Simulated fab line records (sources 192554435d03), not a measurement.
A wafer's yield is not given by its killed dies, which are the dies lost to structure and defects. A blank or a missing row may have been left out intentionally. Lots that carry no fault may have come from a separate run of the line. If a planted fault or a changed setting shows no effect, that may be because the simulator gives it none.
Matching of chambers    flow n5 finfet    4 sister chambers for N5_DUMMY_GATE_STRIP_40 on rie diel-05
The step strips in CF4. 4 wafers are shown with their chamber, then 7 later ones without.

WAFERS WITH THEIR CHAMBER
wafer   chamber  showerhead plenum p Torr (Torr)
L082.5  1        1.80
L085.5  2        1.84
L086.1  0        1.85
L086.3  3        1.77

WAFERS WITH NO CHAMBER GIVEN
wafer   showerhead plenum p Torr (Torr)
L086.4  1.80
L093.3  1.85
L093.4  1.76
L093.6  1.85
L097.1  1.83
L097.2  1.79
L097.3  1.76

CHAMBER TAKEN BY EACH
wafer   from the rows above      in truth
L086.4  1                        1
L093.3  can't be placed: 0 or 2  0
L093.4  3                        3
L093.6  can't be placed: 0 or 2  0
L097.1  can't be placed: 2 or 0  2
L097.2  can't be placed: 1 or 3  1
L097.3  3                        3
Correct placement for 3 of the 7. From these rows, 4 cannot be placed; in 4 the true chamber is one of the candidates. Placed wrongly: 0.
How it was worked out, from the rows above alone: a wafer's distance from a chamber is the root of the sum, over the readings, of the square of ((its reading less the chamber's mean) divided by the reading's scatter). The wafer belongs to the nearest chamber; if the next one is less than 2 further off, it can't be placed. Each chamber's mean is taken over the wafers shown for it. The scatter: root of mean squared gap, hidden wafer to nearest shown wafer, with one shown wafer a chamber.
